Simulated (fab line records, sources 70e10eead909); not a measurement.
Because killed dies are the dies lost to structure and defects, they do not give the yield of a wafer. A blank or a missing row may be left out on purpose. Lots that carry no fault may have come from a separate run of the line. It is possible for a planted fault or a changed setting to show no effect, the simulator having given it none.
Comparing a struck lot with a sound one :: flow nand harc :: 15 steps out of a route of 1302
Sound: wafers L776.1, L776.3, L776.4. Wafers struck: L783.2, L783.3, L783.5. At the end, the cause is stated.
Per side, at each step with rows, come the tool, then ch with its chambers, and then its first start. Under that, the readings that differ: sound wafers :: struck wafers :: difference of the means :: sigmas: that difference in standard deviations of wafers without a fault.
alike: words and numbers the same on both sides, and readings whose means are apart by under 2 such deviations; not compared: readings that were withheld, readings missing a value for some wafer, numbers with overlapping values and no deviation given by the record, and bounds like >300 which may hide the same value.
Wherever a step has rows on one side only, a row that says differs or no value, or a row with sigmas, the two part there. When numbers do not overlap yet have no deviation, they are printed without sigmas and do not part them. A reading that every wafer of one side lacks parts them only if that side has two wafers or more.

NHARC_A_SGD_CUT_ETCH_15: etches the open film in CH3F/O2, target depth 75 nm, time 64.3 s.
  sound: rie diel-08 ch 0,2,3; struck: rie diel-02 ch 1,2,3
  alike: drypump motor current A, oes product au, rf fwd power W, rf vpp V, showerhead plenum p Torr, throttle valve pct
  not compared: rf hours counter h
NHARC_A_SGD_CUT_ETCH_16: etches the open film in C4F8/O2/Ar, target depth 310.5 nm, time 155.2 s.
  sound: rie diel-08 ch 0,2,3; struck: rie diel-02 ch 1,2,3
  alike: oes product au, rf fwd power W, rf vpp V
  not compared: rf hours counter h
then, 1 step without rows for these wafers: NHARC_A_SGD_CUT_STRIP_60 (strips in C4F8/O2/Ar).
NHARC_A_SGD_CUT_STRIP_17: strips in O2.
  sound: rie diel-08 ch 0,1,3; struck: rie diel-02 ch 0,2,3
  alike: drypump motor current A, oes product au, rf vpp V, showerhead plenum p Torr, throttle valve pct
  not compared: rf hours counter h
then, 4 steps without rows for these wafers: NHARC_A_SGD_CUT_PRECLEAN_18 (cleans in SC1); NHARC_A_SGD_CUT_SRD_19; NHARC_A_SGD_CUT_DEP_20 (deposits SiO2, target thk 150 nm); NHARC_A_SGD_CUT_ANNEAL_27 (time 1800 s).
NHARC_A_SGD_CUT_CMP_21: polishes, target thk 148.19 nm.
  sound on cmp-01 ch 0,1,3, day 19 22:07; struck on cmp-03 ch 0,1,2, day 22 21:49
  alike: motor current A, time to endpoint s
NHARC_A_SGD_CUT_THK_MEAS_22: measures by ellipsometry.
  sound: film metro-01 at day 19 22:22; struck: film metro-01 at day 22 22:04
  alike: thk nm
then, 2 steps without rows for these wafers: NHARC_A_SGD_CUT_SRD_23; NHARC_A_SGD_CUT_ETCH_26 (etches SiO2 in dHF, target depth 45.8 nm).
NHARC_A_SGD_CUT_ETCHBACK_24: etches the open film in CH3F/O2, target depth 50 nm, time 92.857 s.
  sound on rie diel-03 ch 0,2,3, day 19 22:38; struck on rie diel-03 ch 1,3, day 22 22:19
reading: over etch frac
sound: 0.3 0.3 0.3
struck: 0.63899 0.63899 0.63899
difference: +0.33899
sigmas: 
  alike: drypump motor current A, oes product au, rf fwd power W, rf vpp V, showerhead plenum p Torr, throttle valve pct
  not compared: rf hours counter h
NHARC_A_SGD_CUT_STRIP_28: strips in O2, time 20 s.
  sound: rie diel-03 ch 1,2,3; struck: rie diel-03 ch 0,3
  alike: drypump motor current A, oes product au, rf vpp V, showerhead plenum p Torr, throttle valve pct
  not compared: rf hours counter h
following that, these wafers have no rows for 1 step: NHARC_END_SORT_01.

## WHERE THEY PART
Nowhere in this record.

WHY: whatever the simulator had introduced
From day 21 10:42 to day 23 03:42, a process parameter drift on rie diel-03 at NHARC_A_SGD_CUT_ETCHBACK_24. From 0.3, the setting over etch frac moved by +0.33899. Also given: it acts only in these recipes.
